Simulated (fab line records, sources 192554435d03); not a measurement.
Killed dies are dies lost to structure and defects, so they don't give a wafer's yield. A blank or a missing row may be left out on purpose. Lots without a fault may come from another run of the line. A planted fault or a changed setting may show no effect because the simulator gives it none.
Chamber matching | flow n5_finfet | N5_BEOL_M0_SAQP_ALD_48 on ald_sin-04: 4 sister chambers
The step deposits SiO2, target thk 20 nm, pulse time 1 s, co reactant pulse time 1 s. 7 wafers are shown with their chamber, then 9 later ones without.

WAFERS WITH THEIR CHAMBER
wafer  | chamber | heater_power_w (W) | precursor_pulse_height_rel
L079.1 | 3       | 92                 | 0.988
L079.5 | 2       | 80                 | 1.032
L080.1 | 0       | 74                 | 1.006
L081.1 | 2       | 78                 | 0.984
L082.2 | 1       | 68                 | 0.957
L082.3 | 0       | 73                 | 0.982
L082.4 | 1       | 71                 | 0.990

WAFERS WITHOUT THEIR CHAMBER
wafer  | heater_power_w (W) | precursor_pulse_height_rel
L083.1 | 92                 | 1.014
L083.5 | 71                 | 0.976
L083.6 | 94                 | 1.014
L086.1 | 92                 | 0.999
L086.3 | 78                 | 0.971
L086.6 | 94                 | 1.001
L092.1 | 80                 | 0.974
L092.2 | 70                 | 0.996
L092.5 | 80                 | 0.984

WHICH CHAMBER EACH WENT THROUGH
wafer  | from the rows above     | in truth
L083.1 | 3                       | 3
L083.5 | can't be placed: 1 or 0 | 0
L083.6 | 3                       | 3
L086.1 | 3                       | 3
L086.3 | can't be placed: 2 or 0 | 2
L086.6 | 3                       | 3
L092.1 | 2                       | 2
L092.2 | can't be placed: 1 or 0 | 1
L092.5 | 2                       | 2
Placed correctly: 6 of 9. Can't be placed from these rows: 3 (the true chamber is among the candidates in 3). Placed wrongly: 0.
How it was worked out, from the rows above alone: a wafer's distance from a chamber is the root of the sum, over the readings, of the square of ((its reading less the chamber's mean) divided by the reading's scatter). The wafer belongs to the nearest chamber; if the next one is less than 2 further off, it can't be placed. A chamber's mean is the mean of its shown wafers. The scatter: the root of (the sum of the squares of (reading less its chamber's mean) over the shown wafers, divided by (wafers less chambers)).
